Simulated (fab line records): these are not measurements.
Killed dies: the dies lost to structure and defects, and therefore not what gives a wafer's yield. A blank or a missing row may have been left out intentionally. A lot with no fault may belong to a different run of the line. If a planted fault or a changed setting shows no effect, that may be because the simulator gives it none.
The tool behind it: which one? -- flow n5-finfet -- 72 wafers from 24 lots sampled at 6 of the route's 1938 steps

== WHAT THE GAUGES READ, wafer by wafer ==
N5_GATE_CUT_CD_MEAS_13: the cd target is 20 nm. Usual: cd-nm at 19.99 nm, with a standard deviation of 0.28.
lot,measured,on,cd-nm (nm),flag
L074,day 4 13:52,cd-sem-03,19.93 19.88 19.95,
L076,day 4 21:57,cd-sem-03,19.62 20.16 19.67,
L075,day 5 01:04,cd-sem-01,19.93 20.33 19.94,
L077,day 5 06:46,cd-sem-02,20.20 19.72 19.96,
L078,day 6 02:26,cd-sem-01,19.52 20.02 19.59,
L079,day 6 03:26,cd-sem-03,20.42 20.37 20.13,
L080,day 6 06:01,cd-sem-02,19.74 20.20 20.02,
L081,day 6 08:57,cd-sem-03,20.17 20.23 20.46,
L082,day 6 09:46,cd-sem-02,20.60 19.97 19.97,
L083,day 6 17:17,cd-sem-03,20.00 19.87 20.75,
L084,day 7 01:07,cd-sem-03,20.17 19.65 20.09,
L085,day 7 03:34,cd-sem-01,19.62 20.05 19.81,
L086,day 7 19:50,cd-sem-01,20.29 19.85 20.35,
L087,day 7 22:14,cd-sem-01,20.26 20.15 20.21,
L088,day 8 01:59,cd-sem-03,19.99 20.14 19.73,
L089,day 8 05:58,cd-sem-03,20.05 20.31 20.39,
L090,day 8 13:33,cd-sem-03,19.92 19.75 19.81,
L091,day 8 17:17,cd-sem-03,19.95 19.68 19.67,
L092,day 8 22:55,cd-sem-01,19.88 19.84 19.82,
L093,day 9 06:44,cd-sem-03,19.79 20.27 20.22,
L094,day 9 13:14,cd-sem-03,19.65 19.79 19.64,
L095,day 9 17:58,cd-sem-03,20.26 19.62 19.95,
L096,day 10 05:51,cd-sem-01,20.07 20.50 19.95,
L097,day 10 08:52,cd-sem-02,19.60 19.74 20.11,

== TOOL THAT RAN EACH LOT (tool first, then ch and the chambers of the sampled wafers, then the start) ==
lot,N5_HKMG_FIN_HK_ANNEAL_02,N5_HKMG_FIN_DESCUM_17,N5_HKMG_FIN_ALD_21,N5_GATE_CUT_STRIP_59,N5_GATE_CUT_CMP_02
L074,"rtp-anneal-01 ch 0, day 4 01:26","rie-diel-01 ch 1,2,3, day 4 05:37","ald-metal-01 ch 0,2,3, day 4 08:58","rie-diel-03 ch 0,1,3, day 4 10:38","cmp-04 ch 1,2,3, day 4 13:14"
L076,"rtp-anneal-01 ch 0, day 4 09:34","rie-diel-04 ch 0,1,2, day 4 13:40","ald-metal-01 ch 2,3, day 4 16:49","rie-diel-03 ch 0,1,3, day 4 18:37","cmp-04 ch 0,3, day 4 21:12"
L075,"rtp-anneal-02 ch 0, day 4 12:43","rie-diel-02 ch 0,1,2, day 4 16:48","ald-metal-01 ch 1,2, day 4 20:13","rie-diel-03 ch 0,3, day 4 21:54","cmp-02 ch 0,1,2, day 5 00:31"
L077,"rtp-anneal-02 ch 0, day 4 18:23","rie-diel-02 ch 1,2,3, day 4 22:31","ald-metal-01 ch 0,3, day 5 01:40","rie-diel-05 ch 0,3, day 5 03:25","cmp-02 ch 0,1,3, day 5 05:59"
L078,"rtp-anneal-02 ch 0, day 5 14:00","rie-diel-02 ch 1,2,3, day 5 18:15","ald-metal-03 ch 0,1,3, day 5 21:29","rie-diel-06 ch 1,2,3, day 5 23:10","cmp-02 ch 1,2,3, day 6 01:39"
L079,"rtp-anneal-01 ch 0, day 5 14:43","rie-diel-02 ch 2,3, day 5 19:10","ald-metal-02 ch 0,1,2, day 5 22:25","rie-diel-05 ch 0,1,2, day 6 00:16","cmp-02 ch 1,2, day 6 02:46"
L080,"rtp-anneal-01 ch 0, day 5 16:52","rie-diel-02 ch 1,3, day 5 21:29","ald-metal-02 ch 0,1, day 6 00:45","rie-diel-03 ch 1,2, day 6 02:26","cmp-04 ch 0,1, day 6 05:20"
L081,"rtp-anneal-01 ch 0, day 5 20:13","rie-diel-04 ch 1,2,3, day 6 00:23","ald-metal-02 ch 0,1, day 6 03:56","rie-diel-06 ch 0,1,3, day 6 05:40","cmp-03 ch 1,2, day 6 08:09"
L082,"rtp-anneal-02 ch 0, day 5 21:30","rie-diel-02 ch 2,3, day 6 01:36","ald-metal-03 ch 0,3, day 6 04:57","rie-diel-06 ch 1,2,3, day 6 06:37","cmp-03 ch 1,2,3, day 6 09:06"
L083,"rtp-anneal-01 ch 0, day 6 05:02","rie-diel-01 ch 0,1, day 6 09:11","ald-metal-03 ch 1,2, day 6 12:20","rie-diel-06 ch 1,3, day 6 14:00","cmp-04 ch 1,2, day 6 16:30"
L084,"rtp-anneal-01 ch 0, day 6 12:28","rie-diel-02 ch 0,1,2, day 6 16:34","ald-metal-03 ch 1,2,3, day 6 19:43","rie-diel-06 ch 0,1,3, day 6 21:42","cmp-03 ch 0,1,2, day 7 00:26"
L085,"rtp-anneal-01 ch 0, day 6 14:08","rie-diel-04 ch 0,1,3, day 6 18:11","ald-metal-03 ch 1,2,3, day 6 21:41","rie-diel-03 ch 0,1,3, day 6 23:49","cmp-04 ch 0,1,3, day 7 02:53"
L086,"rtp-anneal-02 ch 0, day 7 06:25","rie-diel-01 ch 2,3, day 7 10:19","ald-metal-03 ch 1,2,3, day 7 13:30","rie-diel-05 ch 0,3, day 7 15:31","cmp-04 ch 0,1,3, day 7 19:09"
L087,"rtp-anneal-01 ch 0, day 7 08:39","rie-diel-01 ch 0,1,2, day 7 12:35","ald-metal-03 ch 1,3, day 7 15:50","rie-diel-05 ch 1,2, day 7 17:33","cmp-03 ch 0,1,2, day 7 21:14"
L088,"rtp-anneal-02 ch 0, day 7 12:04","rie-diel-04 ch 1,2,3, day 7 16:40","ald-metal-01 ch 0,2,3, day 7 20:02","rie-diel-05 ch 1,3, day 7 21:46","cmp-02 ch 1,2,3, day 8 01:12"
L089,"rtp-anneal-02 ch 0, day 7 17:40","rie-diel-02 ch 0,3, day 7 21:43","ald-metal-02 ch 1,2, day 8 00:56","rie-diel-05 ch 0,3, day 8 02:38","cmp-02 ch 2,3, day 8 05:08"
L090,"rtp-anneal-02 ch 0, day 8 00:47","rie-diel-04 ch 1,2,3, day 8 04:53","ald-metal-02 ch 0,1,3, day 8 08:01","rie-diel-03 ch 0,1,3, day 8 09:41","cmp-02 ch 0,1,3, day 8 12:55"
L091,"rtp-anneal-01 ch 0, day 8 05:00","rie-diel-01 ch 0,3, day 8 09:08","ald-metal-01 ch 0,2,3, day 8 12:22","rie-diel-03 ch 1,2,3, day 8 14:02","cmp-03 ch 1,2,3, day 8 16:37"
L092,"rtp-anneal-02 ch 0, day 8 09:37","rie-diel-04 ch 0,2,3, day 8 14:19","ald-metal-02 ch 0,1,3, day 8 17:31","rie-diel-05 ch 0,1,2, day 8 19:19","cmp-02 ch 0,1,2, day 8 22:22"
L093,"rtp-anneal-01 ch 0, day 8 18:26","rie-diel-02 ch 2,3, day 8 22:39","ald-metal-02 ch 1,3, day 9 01:47","rie-diel-06 ch 1,2, day 9 03:28","cmp-04 ch 0,2,3, day 9 05:56"
L094,"rtp-anneal-02 ch 0, day 9 00:59","rie-diel-02 ch 0,1,2, day 9 05:03","ald-metal-02 ch 0,1,2, day 9 08:14","rie-diel-03 ch 0,1,2, day 9 09:56","cmp-02 ch 1,2,3, day 9 12:28"
L095,"rtp-anneal-01 ch 0, day 9 05:22","rie-diel-01 ch 0,2,3, day 9 09:37","ald-metal-01 ch 0,1,3, day 9 12:51","rie-diel-06 ch 0,1,3, day 9 14:40","cmp-02 ch 1,3, day 9 17:13"
L096,"rtp-anneal-01 ch 0, day 9 17:28","rie-diel-04 ch 0,2,3, day 9 21:47","ald-metal-02 ch 2,3, day 10 00:54","rie-diel-06 ch 0,1,2, day 10 02:34","cmp-02 ch 0,2,3, day 10 05:10"
L097,"rtp-anneal-02 ch 0, day 9 20:33","rie-diel-04 ch 0,2, day 10 00:52","ald-metal-03 ch 0,2, day 10 04:00","rie-diel-06 ch 0,2, day 10 05:40","cmp-02 ch 2,3, day 10 08:10"
- N5_HKMG_FIN_HK_ANNEAL_02: time 30 s.
- N5_HKMG_FIN_DESCUM_17: chemistry O2, time 7.9 s.
- N5_HKMG_FIN_ALD_21: deposits TiN, target thk 1.5 nm, pulse time 1 s, purge time 3 s.
- N5_GATE_CUT_STRIP_59: strips in N2/H2, time 20 s.
- N5_GATE_CUT_CMP_02: polishes, stops on SiO2, t overpolish 12.7 s, target thk 0 nm.

== WHAT THE TOOLS THEMSELVES READ (means of the sampled wafers that have a number; where no wafer has one, the mark that the record gives instead) ==
N5_HKMG_FIN_HK_ANNEAL_02. Usual: lamp-power-pct 8.80 %, standard deviation 0.054; wafer_temp_C_max 702.9, standard deviation 0.66.
lot,tool,lamp-power-pct (%),wafer_temp_C_max,flag
L074,rtp-anneal-01,8.84,703.2,
L076,rtp-anneal-01,8.79,703.2,
L075,rtp-anneal-02,8.79,702.8,
L077,rtp-anneal-02,8.73,702.9,
L078,rtp-anneal-02,8.80,703.4,
L079,rtp-anneal-01,8.84,703.6,
L080,rtp-anneal-01,8.82,703.0,
L081,rtp-anneal-01,8.81,702.9,
L082,rtp-anneal-02,8.77,703.0,
L083,rtp-anneal-01,8.82,702.9,
L084,rtp-anneal-01,8.82,702.2,
L085,rtp-anneal-01,8.79,703.3,
L086,rtp-anneal-02,8.76,703.1,
L087,rtp-anneal-01,8.77,702.6,
L088,rtp-anneal-02,8.84,702.6,
L089,rtp-anneal-02,8.80,702.5,
L090,rtp-anneal-02,8.78,702.9,
L091,rtp-anneal-01,8.83,703.7,
L092,rtp-anneal-02,8.81,703.3,
L093,rtp-anneal-01,8.81,703.3,
L094,rtp-anneal-02,8.80,703.1,
L095,rtp-anneal-01,8.82,702.6,
L096,rtp-anneal-01,8.82,702.8,
L097,rtp-anneal-02,8.80,702.9,

N5_HKMG_FIN_DESCUM_17. Usual: drypump-motor-current-A 5.4 A, standard deviation 0.37; oes-product-au 0.81 a.u., standard deviation 0.082; rf-vpp-V 243.6 V, standard deviation 1.2; showerhead-plenum-p-Torr 2.13 Torr, standard deviation 0.051; throttle-valve-pct 20.43 %, standard deviation 0.18.
lot,tool,drypump-motor-current-A (A),oes-product-au (a.u.),rf-vpp-V (V),showerhead-plenum-p-Torr (Torr),throttle-valve-pct (%),flag
L074,rie-diel-01,5.9,0.88,243.9,2.15,20.26,
L076,rie-diel-04,5.5,0.88,243.8,2.09,20.44,
L075,rie-diel-02,5.3,0.77,243.8,2.13,20.58,
L077,rie-diel-02,5.1,0.79,242.7,2.13,20.40,
L078,rie-diel-02,5.1,0.78,242.9,2.13,20.41,
L079,rie-diel-02,5.4,0.75,244.0,2.12,20.33,
L080,rie-diel-02,4.8,0.82,244.0,2.14,20.50,
L081,rie-diel-04,5.5,0.90,243.7,2.11,20.39,
L082,rie-diel-02,5.4,0.74,244.4,2.12,20.33,
L083,rie-diel-01,5.5,0.83,245.2,2.19,20.23,
L084,rie-diel-02,5.3,0.76,242.9,2.12,20.62,
L085,rie-diel-04,5.6,0.85,243.5,2.09,20.45,
L086,rie-diel-01,6.0,0.88,244.5,2.17,20.25,
L087,rie-diel-01,5.7,0.82,244.6,2.20,20.28,
L088,rie-diel-04,5.5,0.88,243.3,2.10,20.41,
L089,rie-diel-02,5.3,0.72,244.1,2.17,20.48,
L090,rie-diel-04,5.5,0.88,243.9,2.10,20.41,
L091,rie-diel-01,5.6,0.88,244.0,2.10,20.24,
L092,rie-diel-04,5.6,0.80,242.7,2.11,20.52,
L093,rie-diel-02,5.2,0.73,243.0,2.13,20.34,
L094,rie-diel-02,5.3,0.75,242.9,2.12,20.63,
L095,rie-diel-01,5.7,0.86,243.7,2.16,20.25,
L096,rie-diel-04,5.6,0.79,243.2,2.11,20.53,
L097,rie-diel-04,5.6,0.75,243.2,2.09,20.60,

N5_HKMG_FIN_ALD_21. Usual: chamber-pressure-Torr 3.000 Torr, standard deviation 0.006; heater-power-outer-w 566 W, standard deviation 54; heater-power-w 921 W, standard deviation 88; precursor-pulse-height-rel 1.003, standard deviation 0.02.
lot,tool,chamber-pressure-Torr (Torr),heater-power-outer-w (W),heater-power-w (W),precursor-pulse-height-rel,flag
L074,ald-metal-01,2.999,528,859,0.985,
L076,ald-metal-01,3.000,489,799,0.996,
L075,ald-metal-01,3.010,610,1025,0.999,
L077,ald-metal-01,3.001,555,870,1.006,
L078,ald-metal-03,2.996,592,1006,0.993,
L079,ald-metal-02,2.996,536,859,1.002,
L080,ald-metal-02,3.001,539,817,0.988,
L081,ald-metal-02,2.988,541,828,1.015,
L082,ald-metal-03,3.002,588,993,1.009,
L083,ald-metal-03,2.995,571,976,1.032,
L084,ald-metal-03,2.999,596,978,1.001,
L085,ald-metal-03,3.000,597,992,0.996,
L086,ald-metal-03,2.994,591,982,0.980,
L087,ald-metal-03,3.005,586,1012,0.983,
L088,ald-metal-01,2.998,528,864,1.011,
L089,ald-metal-02,3.006,539,854,1.016,
L090,ald-metal-02,3.003,580,874,0.995,
L091,ald-metal-01,3.002,527,867,1.003,
L092,ald-metal-02,2.997,577,891,1.017,
L093,ald-metal-02,3.006,612,935,1.005,
L094,ald-metal-02,2.994,528,850,0.999,
L095,ald-metal-01,3.004,572,911,1.002,
L096,ald-metal-02,3.003,576,926,0.995,
L097,ald-metal-03,2.997,580,948,1.001,

N5_GATE_CUT_STRIP_59. Usual: drypump-motor-current-A 5.5 A, standard deviation 0.37; oes-product-au 0.78 a.u., standard deviation 0.083; rf-vpp-V 45.4 V, standard deviation 0.81; showerhead-plenum-p-Torr 3.38 Torr, standard deviation 0.082; throttle-valve-pct 12.21 %, standard deviation 0.26.
lot,tool,drypump-motor-current-A (A),oes-product-au (a.u.),rf-vpp-V (V),showerhead-plenum-p-Torr (Torr),throttle-valve-pct (%),flag
L074,rie-diel-03,5.6,0.77,44.8,3.39,12.23,
L076,rie-diel-03,5.6,0.77,45.7,3.38,12.23,
L075,rie-diel-03,6.0,0.71,45.3,3.35,12.38,
L077,rie-diel-05,5.2,0.75,45.5,3.38,12.07,
L078,rie-diel-06,5.6,0.73,44.8,3.31,12.38,
L079,rie-diel-05,5.2,0.81,45.6,3.35,12.21,
L080,rie-diel-03,5.3,0.80,44.5,3.44,11.97,
L081,rie-diel-06,5.4,0.72,45.9,3.29,12.48,
L082,rie-diel-06,5.6,0.73,46.1,3.31,12.40,
L083,rie-diel-06,5.6,0.69,44.6,3.23,12.50,
L084,rie-diel-06,5.4,0.71,44.6,3.29,12.49,
L085,rie-diel-03,5.6,0.85,45.1,3.37,12.06,
L086,rie-diel-05,5.2,0.74,44.9,3.37,12.13,
L087,rie-diel-05,5.5,0.84,45.3,3.37,12.20,
L088,rie-diel-05,5.2,0.80,44.9,3.36,11.93,
L089,rie-diel-05,5.2,0.74,45.7,3.37,12.14,
L090,rie-diel-03,5.6,0.83,44.6,3.37,12.08,
L091,rie-diel-03,5.4,0.76,45.7,3.42,12.17,
L092,rie-diel-05,5.2,0.79,45.9,3.34,12.28,
L093,rie-diel-06,5.8,0.84,45.4,3.46,12.13,
L094,rie-diel-03,5.7,0.81,46.3,3.40,11.95,
L095,rie-diel-06,5.4,0.89,45.6,3.41,12.12,
L096,rie-diel-06,5.7,0.80,45.5,3.44,12.23,
L097,rie-diel-06,5.7,0.75,44.7,3.38,12.36,

N5_GATE_CUT_CMP_02. Usual: motor-current-A 8.7 A, standard deviation 0.78; overpolish-run-s 12.700 s, standard deviation 0.0081; time-to-endpoint-s 25.8 s, standard deviation 2.
lot,tool,motor-current-A (A),overpolish-run-s (s),time-to-endpoint-s (s),flag
L074,cmp-04,9.1,12.704,27.3,
L076,cmp-04,8.9,12.703,24.5,
L075,cmp-02,8.5,12.703,24.1,
L077,cmp-02,8.1,12.707,27.6,
L078,cmp-02,8.5,12.699,24.6,
L079,cmp-02,9.3,12.699,27.5,
L080,cmp-04,9.3,12.705,24.8,
L081,cmp-03,8.7,12.707,25.0,
L082,cmp-03,9.7,12.690,26.1,
L083,cmp-04,9.0,12.705,25.3,
L084,cmp-03,8.7,12.699,25.4,
L085,cmp-04,9.0,12.701,23.6,
L086,cmp-04,9.2,12.699,23.4,
L087,cmp-03,8.5,12.697,29.2,
L088,cmp-02,8.4,12.697,27.0,
L089,cmp-02,8.2,12.702,24.2,
L090,cmp-02,8.2,12.697,27.9,
L091,cmp-03,9.4,12.700,28.4,
L092,cmp-02,8.4,12.689,25.2,
L093,cmp-04,8.9,12.688,24.6,
L094,cmp-02,8.6,12.705,26.1,
L095,cmp-02,8.5,12.702,27.4,
L096,cmp-02,7.8,12.695,25.4,
L097,cmp-02,8.1,12.696,23.7,

== THE ANSWER, worked out from the rows above alone ==
Rule: take the mean of a lot's wafers that have a number; if it is more than 3 standard deviations from the usual mean, the lot is off. A lot without any number at a reading at which 4 lots or more have one is off too. The other lots that the step has rows for count as sound. Order of review: gauges by route order, followed by the tools' own readings, for which a lot's mean as printed above is used. The first step at which some lot is off is used, and at that step the reading that is off furthest; a lot without a number counts as furthest.
No lot is off on any of the readings shown, so nothing can be concluded from this.

== WHAT WAS PUT IN BY THE SIMULATOR ==
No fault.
